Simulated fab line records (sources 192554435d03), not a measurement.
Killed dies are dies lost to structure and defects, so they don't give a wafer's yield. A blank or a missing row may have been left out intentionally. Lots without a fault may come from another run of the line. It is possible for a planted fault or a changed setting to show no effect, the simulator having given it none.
fab line records    flow n5Finfet    part 1 of 2: steps 1 to 4 of 6
record: lots: 23  wafers: 69  lastDay: 19
route steps=1938 shown PMOS_HMC_CHANNEL_EPI@81 FIN_SAQP@100
lots with no fault: from the same line, run without faults
startH: start of the lot's first displayed wafer, in hours after the record's first day    waitH: how many hours have passed since the lot's step before this one    " repeats the value in the row above    L1.1+2: a row that stands for several wafers    - either no value or no given start    * or withheld: withheld    < > ~ a bound
route shown NAME@n: NAME is a module with steps in the file, n the number in the route of the first one    usual: the fault-free wafers' mean and standard deviation    same: alike in all rows    chamber/n: place in a boat    sites: per-site readings    _std_site: standard deviation of those values    _edge_site: mean of outer sites minus mean of inner sites    radiusMm: for every site, how far away it sits from the centre of the wafer    mask NAME#n: copy n    behind: tool/chamber where the wafer was last shaped    hold: the reason the lot was held/the length of the hold in hours/how it ended    device: the transistor (n, p or np) that didn't switch    end of line: tests run on the same wafers once the route is complete    a step with no rows: only its recipe    killed: not the wafer's yield, but the dies lost to structure and defects at the first sort    map: the dies of a wafer, with x for killed, . for not killed, _ for no die there
set.NAME: the setting as run; set.NAME@STEP: as run at that earlier step    model.NAME: the simulator's own value behind a step, which no gauge read
a sample of lots followed through the steps of the route, with each step as a table and each wafer as a row
services: the hour from which a tool's chamber was out of use, counted from the record's first day as startH (under 0 if before that day), plus the number of hours and why
== steps ==
step: N5_PMOS_HMC_CHANNEL_EPI_CMP_21
recipe: material: SiGe30  postCmpClean: alkalineBrush  targetThkNm: 54
usual: motorCurrentA: 11.5/1.2  slurryFilterDpKPa: 13.49/0.12
lot.wafer  tool    chamber  startH  waitH  motorCurrentA  slurryFilterDpKPa
L075.3     cmp-01  1        25.80   0.0    10.9           13.35
L075.2     "       3        "       "      11.8           13.52
L075.5     "       1        "       "      10.8           13.36
L076.4     cmp-01  0        31.87   0.0    13.0           13.44
L076.3     "       3        "       "      11.8           13.29
L076.5     "       0        "       "      13.2           13.64
L077.3     cmp-03  3        37.75   0.1    10.6           13.51
L077.2     "       1        "       "      12.6           13.68
L077.5     "       3        "       "      10.7           13.32
L078.3     cmp-03  1        43.34   0.1    12.8           13.63
L078.4     "       3        "       "      10.1           13.49
L078.6     "       0        "       "      11.0           13.51
L079.1     cmp-01  2        49.67   0.0    12.4           13.61
L079.3     "       0        "       "      13.3           13.57
L079.4     "       1        "       "      10.9           13.42
L080.4     cmp-01  2        56.47   0.1    12.8           13.55
L080.3     "       3        "       "      12.3           13.37
L080.5     "       0        "       "      13.2           13.45
L081.4     cmp-01  2        61.77   0.1    12.5           13.44
L081.5     "       3        "       "      12.0           13.42
L081.6     "       0        "       "      13.2           13.34
L082.2     cmp-03  3        68.11   0.0    10.9           13.41
L082.4     "       1        "       "      11.8           13.35
L082.1     "       2        "       "      11.6           13.65
L083.1     cmp-02  1        75.27   0.0    10.8           13.50
L083.4     "       3        "       "      13.1           13.47
L083.5     "       1        "       "      11.2           13.38
L084.4     cmp-01  3        80.02   0.1    11.3           13.03
L084.6     "       1        "       "      10.7           13.64
L084.5     "       2        "       "      12.4           13.66
L085.1     cmp-01  3        86.19   0.0    12.4           13.50
L085.2     "       2        "       "      12.1           13.36
L085.6     "       0        "       "      13.0           13.45
L086.4     cmp-03  1        91.29   0.0    12.6           13.56
L086.3     "       3        "       "      10.5           13.50
L086.2     "       0        "       "      10.9           13.46
L087.2     cmp-02  0        97.09   0.0    11.4           13.59
L087.3     "       1        "       "      11.1           13.38
L087.4     "       2        "       "      9.0            13.42
L088.1     cmp-02  2        103.25  0.1    8.5            13.41
L088.3     "       3        "       "      13.4           13.32
L088.5     "       2        "       "      9.0            13.55
L089.4     cmp-03  3        109.02  0.1    10.7           13.38
L089.2     "       1        "       "      12.0           13.60
L089.5     "       3        "       "      10.7           13.22
L090.4     cmp-02  2        115.44  0.0    9.1            13.77
L090.2     "       3        "       "      13.0           13.66
L090.1     "       1        "       "      11.0           13.47
L091.2     cmp-02  1        121.07  0.0    10.4           13.59
L091.4     "       2        "       "      8.9            13.54
L091.5     "       2        "       "      8.9            13.53
L092.1     cmp-02  0        127.39  0.0    11.0           13.67
L092.2     "       1        "       "      10.9           13.35
L092.3     "       2        "       "      8.5            13.30
L093.1     cmp-01  3        133.57  0.0    11.8           13.66
L093.2     "       1        "       "      11.1           13.61
L093.4     "       2        "       "      12.0           13.71
L094.2     cmp-02  0        139.37  0.2    12.1           13.57
L094.3     "       1        "       "      10.5           13.47
L094.4     "       2        "       "      8.3            13.49
L095.4     cmp-01  1        145.78  0.1    11.6           13.64
L095.3     "       2        "       "      12.5           13.31
L095.5     "       3        "       "      12.2           13.58
L096.2     cmp-02  2        151.26  0.1    8.7            13.34
L096.3     "       3        "       "      13.2           13.37
L096.5     "       0        "       "      10.9           13.54
L097.2     cmp-03  3        157.47  0.0    10.9           13.62
L097.4     "       2        "       "      11.8           13.55
L097.6     "       3        "       "      10.6           13.55
step: N5_FIN_SAQP_PECVD_06
recipe: material: a-Si  targetThkA: 600  tempC: 400  precursor: SiH4/He  pressureTorr: 3  rfW: 100  timeS: 48.1
usual: heaterPowerW: 847/110  showerheadPlenumPTorr: 5.657/0.025  throttleValvePct: 18.2/0.88
lot.wafer  tool      chamber  startH  waitH  heaterPowerW  showerheadPlenumPTorr  throttleValvePct
L075.2     pecvd-03  1        27.80   0.0    900           5.679                  19.5
L075.3     "         0        "       "      719           5.641                  17.9
L075.5     "         0        "       "      719           5.625                  18.0
L076.3     pecvd-02  0        34.54   0.0    732           5.636                  18.3
L076.4     "         2        "       "      844           5.633                  18.1
L076.5     "         0        "       "      728           5.639                  18.2
L077.2     pecvd-01  2        39.27   0.0    1009          5.661                  17.4
L077.3     "         0        "       "      873           5.645                  17.5
L077.5     "         0        "       "      894           5.628                  17.4
L078.3     pecvd-01  0        45.35   0.0    943           5.631                  17.4
L078.4     "         1        "       "      943           5.715                  20.4
L078.6     "         0        "       "      930           5.636                  17.4
L079.1     pecvd-02  0        51.29   0.0    672           5.646                  18.2
L079.3     "         2        "       "      753           5.621                  18.1
L079.4     "         1        "       "      748           5.671                  17.6
L080.3     pecvd-02  0        57.91   0.0    690           5.644                  18.1
L080.4     "         1        "       "      840           5.656                  17.8
L080.5     "         2        "       "      843           5.626                  18.1
L081.4     pecvd-03  2        63.62   0.0    968           5.691                  17.1
L081.5     "         0        "       "      717           5.630                  18.0
L081.6     "         1        "       "      967           5.676                  19.5
L082.1     pecvd-03  0        69.63   0.0    793           5.629                  17.9
L082.2     "         2        "       "      945           5.687                  17.2
L082.4     "         2        "       "      931           5.686                  17.2
L083.1     pecvd-03  0        76.82   0.0    804           5.632                  18.1
L083.4     "         0        "       "      798           5.645                  18.2
L083.5     "         1        "       "      995           5.673                  19.3
L084.4     pecvd-01  2        82.08   0.0    917           5.680                  17.6
L084.5     "         1        "       "      941           5.717                  20.6
L084.6     "         0        "       "      946           5.647                  17.5
L085.1     pecvd-03  2        87.81   0.0    959           5.691                  17.4
L085.2     "         0        "       "      817           5.638                  18.0
L085.6     "         1        "       "      966           5.663                  19.6
L086.2     pecvd-01  0        92.81   0.0    891           5.645                  17.4
L086.3     "         1        "       "      858           5.707                  20.4
L086.4     "         0        "       "      872           5.637                  17.3
L087.2     pecvd-02  2        100.29  0.0    878           5.627                  18.1
L087.3     "         1        "       "      750           5.665                  17.7
L087.4     "         2        "       "      886           5.613                  18.3
L088.1     pecvd-02  1        104.86  0.0    868           5.649                  17.7
L088.3     "         2        "       "      829           5.635                  18.3
L088.5     "         1        "       "      861           5.660                  18.0
L089.2     pecvd-02  2        110.50  0.0    795           5.628                  18.3
L089.4     "         1        "       "      752           5.663                  17.5
L089.5     "         0        "       "      723           5.626                  18.5
L090.1     pecvd-01  0        116.96  0.0    906           5.635                  17.7
L090.2     "         1        "       "      925           5.696                  20.8
L090.4     "         2        "       "      1031          5.665                  17.8
L091.2     pecvd-02  2        122.76  0.0    875           5.631                  18.3
L091.4     "         1        "       "      853           5.666                  17.5
L091.5     "         0        "       "      707           5.641                  18.5
L092.1     pecvd-02  0        128.91  0.0    720           5.632                  18.3
L092.2     "         1        "       "      825           5.653                  17.8
L092.3     "         2        "       "      791           5.629                  18.1
L093.1     pecvd-01  1        135.14  0.0    909           5.714                  20.4
L093.2     "         0        "       "      950           5.646                  17.4
L093.4     "         1        "       "      901           5.688                  20.6
L094.2     pecvd-03  2        140.89  0.0    878           5.698                  17.5
L094.3     "         0        "       "      746           5.643                  18.1
L094.4     "         2        "       "      878           5.693                  17.5
L095.3     pecvd-03  2        147.53  0.0    921           5.688                  17.4
L095.4     "         2        "       "      936           5.705                  17.6
L095.5     "         1        "       "      995           5.671                  19.3
L096.2     pecvd-03  2        152.93  0.0    911           5.682                  17.3
L096.3     "         1        "       "      854           5.683                  19.5
L096.5     "         0        "       "      680           5.650                  18.0
L097.2     pecvd-02  1        159.62  0.0    779           5.667                  17.6
L097.4     "         2        "       "      793           5.611                  18.1
L097.6     "         0        "       "      621           5.650                  18.2
step: N5_FIN_SAQP_HM_OPEN_73
recipe: chemistry: CHF3/O2  target: SiO2  stopOn: a-Si  targetDepthA: 120  overEtchFrac: 1.8  maskMaterial: SOC  timeS: 16.8  pressureMtorr: 30  sourceW: 650  biasW: 170  Ar_flow_sccm: 200  CHF3_flow_sccm: 50  O2_flow_sccm: 5  ionEnergyEv: 200  ends: endPoint
usual: CHF3_flow_sccm: 49.99/0.15  drypumpMotorCurrentA: 5.53/0.27  oesProductAu: 0.46/0.046  rfVppV: 517/8.5  showerheadPlenumPTorr: 2.40/0.073  throttleValvePct: 18.76/0.19
lot.wafer  tool        chamber  startH  waitH  CHF3_flow_sccm  drypumpMotorCurrentA  oesProductAu  rfHoursCounterH  rfVppV  showerheadPlenumPTorr  throttleValvePct
L075.2     rieDiel-04  0        28.73   0.0    50.28           5.53                  0.45          167              512     2.40                   18.68
L075.3     "           3        "       "      50.12           5.21                  0.47          122              525     2.41                   18.65
L075.5     "           1        "       "      50.19           5.93                  0.45          -                525     2.33                   18.80
L076.3     rieDiel-03  2        35.40   0.0    50.06           4.96                  0.42          225              505     2.30                   19.22
L076.4     "           0        "       "      50.14           5.83                  0.43          221              522     2.48                   18.54
L076.5     "           2        "       "      49.94           4.96                  0.43          -                505     2.30                   19.22
L077.2     rieDiel-04  0        40.20   0.0    49.96           5.51                  0.45          171              512     2.40                   18.69
L077.3     "           3        "       "      49.81           5.22                  0.46          125              524     2.41                   18.66
L077.5     "           0        "       "      50.12           5.52                  0.46          -                511     2.40                   18.69
L078.3     rieDiel-03  0        46.63   0.0    50.04           5.82                  0.43          225              521     2.48                   18.54
L078.4     "           3        "       "      50.21           5.42                  0.56          4                501     2.44                   18.60
L078.6     "           2        "       "      50.02           4.90                  0.42          -                503     2.30                   19.24
L079.1     rieDiel-04  2        52.51   0.0    50.01           5.39                  0.42          206              520     2.38                   18.61
L079.3     "           0        "       "      49.80           5.55                  0.45          175              509     2.40                   18.69
L079.4     "           3        "       "      49.87           5.24                  0.46          129              524     2.41                   18.66
L080.3     rieDiel-01  0        58.78   0.0    50.04           5.36                  0.45          159              523     2.50                   18.72
L080.4     "           3        "       "      49.91           5.22                  0.41          -                509     2.35                   18.88
L080.5     "           2        "       "      50.14           5.75                  0.46          -                518     2.32                   18.91
L081.4     rieDiel-01  2        64.49   0.0    49.84           5.79                  0.46          -                518     2.31                   18.91
L081.5     "           3        "       "      49.80           5.26                  0.42          -                508     2.35                   18.90
L081.6     "           0        "       "      49.96           5.35                  0.45          -                525     2.50                   18.73
L082.1     rieDiel-01  3        70.38   0.0    50.09           5.25                  0.42          248              509     2.35                   18.90
L082.2     "           0        "       "      49.98           5.32                  0.45          164              523     2.50                   18.74
L082.4     "           2        "       "      49.94           5.77                  0.46          160              519     2.31                   18.90
L083.1     rieDiel-04  3        78.18   0.0    49.98           5.22                  0.46          138              523     2.40                   18.68
L083.4     "           2        "       "      49.97           5.42                  0.42          215              519     2.37                   18.64
L083.5     "           3        "       "      49.93           5.21                  0.46          -                524     2.40                   18.68
L084.4     rieDiel-04  2        82.92   0.0    50.09           5.40                  0.42          217              519     2.37                   18.64
L084.5     "           3        "       "      49.93           5.23                  0.46          -                523     2.40                   18.69
L084.6     "           2        "       "      50.05           5.40                  0.43          -                519     2.37                   18.63
L085.1     rieDiel-04  3        88.68   0.0    50.09           5.23                  0.46          142              524     2.40                   18.67
L085.2     "           2        "       "      49.84           5.42                  0.41          219              519     2.37                   18.64
L085.6     "           0        "       "      49.95           5.54                  0.45          -                511     2.40                   18.71
L086.2     rieDiel-04  3        93.68   0.0    49.74           5.22                  0.45          144              524     2.40                   18.69
L086.3     "           2        "       "      50.02           5.39                  0.42          221              519     2.37                   18.64
L086.4     "           0        "       "      49.83           5.54                  0.45          189              512     2.40                   18.73
L087.2     rieDiel-03  1        101.16  0.0    49.93           5.84                  0.42          209              517     2.50                   19.09
L087.3     "           0        "       "      50.14           5.83                  0.42          246              522     2.47                   18.58
L087.4     "           1        "       "      50.06           5.84                  0.42          -                516     2.50                   19.09
L088.1     rieDiel-03  0        105.73  0.0    49.97           5.82                  0.42          247              524     2.47                   18.59
L088.3     "           3        "       "      50.02           5.43                  0.54          27               500     2.44                   18.65
L088.5     "           3        "       "      50.06           5.44                  0.53          -                500     2.44                   18.65
L089.2     rieDiel-04  2        111.37  0.0    49.96           5.41                  0.42          227              517     2.37                   18.65
L089.4     "           1        "       "      50.17           5.92                  0.44          186              524     2.32                   18.85
L089.5     "           3        "       "      50.14           5.21                  0.45          -                524     2.40                   18.71
L090.1     rieDiel-03  3        118.29  0.0    50.10           5.43                  0.52          33               500     2.43                   18.65
L090.2     "           1        "       "      50.03           5.85                  0.42          217              518     2.50                   19.12
L090.4     "           0        "       "      49.97           5.85                  0.43          -                522     2.47                   18.59
L091.2     rieDiel-03  0        123.63  0.0    49.82           5.84                  0.40          255              522     2.47                   18.58
L091.4     "           3        "       "      49.98           5.43                  0.53          -                501     2.43                   18.65
L091.5     "           1        "       "      49.89           5.84                  0.42          -                517     2.50                   19.14
L092.1     rieDiel-03  1        129.78  0.0    49.94           5.84                  0.41          220              518     2.50                   19.13
L092.2     "           3        "       "      49.90           5.42                  0.52          36               500     2.43                   18.65
L092.3     "           2        "       "      50.06           4.94                  0.58          1                514     2.58                   18.84
L093.1     rieDiel-01  3        136.29  0.0    50.21           5.25                  0.54          13               509     2.34                   18.51
L093.2     "           1        "       "      49.96           5.65                  0.42          202              530     2.29                   18.79
L093.4     "           1        "       "      49.88           5.65                  0.42          -                532     2.29                   18.79
L094.2     rieDiel-01  1        141.76  0.0    49.88           5.66                  0.42          205              531     2.29                   18.77
L094.3     "           3        "       "      49.97           5.22                  0.54          16               510     2.34                   18.51
L094.4     "           0        "       "      50.21           5.35                  0.44          187              524     2.49                   18.78
L095.3     rieDiel-01  2        148.55  0.0    49.71           5.77                  0.45          189              519     2.30                   18.96
L095.4     "           1        "       "      49.86           5.64                  0.42          206              531     2.29                   18.78
L095.5     "           3        "       "      50.09           5.25                  0.55          -                508     2.34                   18.51
L096.2     rieDiel-01  0        154.07  0.0    50.06           5.33                  0.43          191              524     2.49                   18.79
L096.3     "           3        "       "      50.22           5.28                  0.53          20               509     2.34                   18.51
L096.5     "           3        "       "      50.33           5.24                  0.55          -                508     2.34                   18.52
L097.2     rieDiel-03  0        160.61  0.0    49.98           5.83                  0.57          4                522     2.47                   18.23
L097.4     "           1        "       "      49.93           5.84                  0.41          231              516     2.50                   19.14
L097.6     "           3        "       "      49.94           5.43                  0.52          -                500     2.43                   18.68
step: N5_FIN_SAQP_SPACER2_ALD_28
recipe: material: SiO2  targetThkA: 81  tempC: 300  aldPrecursorFamily: BDEAS  aldCoReactant: O2-plasma  pulseTimeS: 1  purgeTimeS: 2  coReactantPurgeTimeS: 2  pressureTorr: 2
usual: heaterPowerW: 449/25  precursorPulseHeightRel: 0.997/0.019
lot.wafer  tool       chamber  startH  waitH  heaterPowerW  precursorPulseHeightRel
L075.2     aldSin-03  3        33.58   1.6    446           1.017
L075.3     "          2        "       "      497           0.997
L075.5     "          1        "       "      458           0.999
L076.3     aldSin-04  2        38.69   0.1    424           0.987
L076.4     "          1        "       "      434           1.025
L076.5     "          2        "       "      417           1.002
L077.2     aldSin-03  1        43.73   0.4    454           1.008
L077.3     "          3        "       "      465           0.998
L077.5     "          1        "       "      461           0.996
L078.3     aldSin-04  3        50.55   0.1    449           0.987
L078.4     "          0        "       "      425           0.999
L078.6     "          1        "       "      449           0.981
L079.1     aldSin-03  0        55.91   0.1    434           0.981
L079.3     "          2        "       "      489           0.966
L079.4     "          1        "       "      460           1.006
L080.3     aldSin-03  2        62.64   0.8    492           0.967
L080.4     "          0        "       "      430           1.004
L080.5     "          0        "       "      440           1.004
L081.4     aldSin-04  2        68.10   0.2    433           1.015
L081.5     "          1        "       "      444           0.985
L081.6     "          0        "       "      423           1.015
L082.1     aldSin-03  2        73.55   0.1    498           0.967
L082.2     "          1        "       "      466           0.954
L082.4     "          0        "       "      438           0.988
L083.1     aldSin-03  3        82.87   0.1    457           0.998
L083.4     "          0        "       "      429           1.008
L083.5     "          2        "       "      489           0.967
L084.4     aldSin-03  1        86.07   0.1    462           0.998
L084.5     "          0        "       "      428           0.964
L084.6     "          3        "       "      452           1.006
L085.1     aldSin-03  0        91.78   0.2    439           0.983
L085.2     "          1        "       "      457           1.009
L085.6     "          3        "       "      459           1.005
L086.2     aldSin-04  3        99.36   2.1    457           1.004
L086.3     "          2        "       "      416           1.020
L086.4     "          1        "       "      462           1.018
L087.2     aldSin-01  1        104.21  0.2    416           1.014
L087.3     "          3        "       "      432           1.003
L087.4     "          0        "       "      481           0.993
L088.1     aldSin-01  0        108.79  0.1    467           1.009
L088.3     "          3        "       "      436           1.005
L088.5     "          1        "       "      404           0.992
L089.2     aldSin-04  1        114.22  0.1    440           1.003
L089.4     "          2        "       "      424           0.984
L089.5     "          1        "       "      449           1.020
L090.1     aldSin-03  3        122.09  0.1    471           0.993
L090.2     "          2        "       "      499           1.033
L090.4     "          0        "       "      437           0.957
L091.2     aldSin-03  3        126.49  0.1    461           1.023
L091.4     "          1        "       "      467           0.975
L091.5     "          2        "       "      503           0.970
L092.1     aldSin-04  0        133.38  0.6    419           1.019
L092.2     "          3        "       "      453           0.951
L092.3     "          2        "       "      438           0.986
L093.1     aldSin-01  1        139.70  0.1    407           1.008
L093.2     "          3        "       "      430           0.999
L093.4     "          0        "       "      480           0.987
L094.2     aldSin-04  2        144.91  0.1    427           1.015
L094.3     "          3        "       "      462           1.002
L094.4     "          0        "       "      417           0.994
L095.3     aldSin-01  3        152.01  0.2    430           0.992
L095.4     "          2        "       "      460           0.998
L095.5     "          1        "       "      409           1.005
L096.2     aldSin-04  1        157.39  0.1    434           1.047
L096.3     "          3        "       "      445           0.969
L096.5     "          3        "       "      459           1.008
L097.2     aldSin-04  0        163.52  0.1    403           0.975
L097.4     "          1        "       "      448           0.964
L097.6     "          3        "       "      446           0.960
